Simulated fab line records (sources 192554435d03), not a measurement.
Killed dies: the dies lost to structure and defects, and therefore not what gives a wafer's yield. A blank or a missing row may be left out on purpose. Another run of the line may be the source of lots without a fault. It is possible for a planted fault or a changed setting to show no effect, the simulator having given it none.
Chamber matching | flow n5Finfet | 4 sister chambers for N5_FIN_SAQP_ETCH_34 on rieDiel-05
The step etches SiO2 in C4F6/O2, target depth 45 nm, time 15 s. 4 wafers are shown with their chamber, then 8 later ones without.

## WAFERS PAIRED WITH THEIR CHAMBERS
wafer  | chamber | showerheadPlenumPTorr (Torr)
L082.4 | 1       | 2.67
L082.6 | 2       | 2.74
L086.6 | 3       | 3.01
L089.2 | 0       | 2.76

## WAFERS WITHOUT THEIR CHAMBER
wafer  | showerheadPlenumPTorr (Torr)
L089.4 | 2.74
L089.5 | 3.01
L091.2 | 2.73
L091.3 | 3.01
L091.5 | 3.01
L092.2 | 2.66
L092.4 | 3.01
L092.6 | 2.66

## WHICH CHAMBER EACH ONE RAN IN
wafer  | from the rows above | in truth
L089.4 | 2                   | 2
L089.5 | 3                   | 3
L091.2 | 2                   | 2
L091.3 | 3                   | 3
L091.5 | 3                   | 3
L092.2 | 1                   | 1
L092.4 | 3                   | 3
L092.6 | 1                   | 1
Correctly placed: 8 of 8. From these rows, 0 cannot be placed. 0 placed wrongly.
How it was worked out, from the rows above alone: a wafer's distance from a chamber is the root of the sum, over the readings, of the square of ((its reading less the chamber's mean) divided by the reading's scatter). If the next closest chamber is less than 2 further off than the closest, the wafer can't be placed; otherwise it belongs to the closest. For every chamber, the mean is computed from those of its wafers that are shown. The scatter (one wafer shown for each chamber): square how far every hidden wafer sits from the nearest shown wafer, average those squares and take the square root.
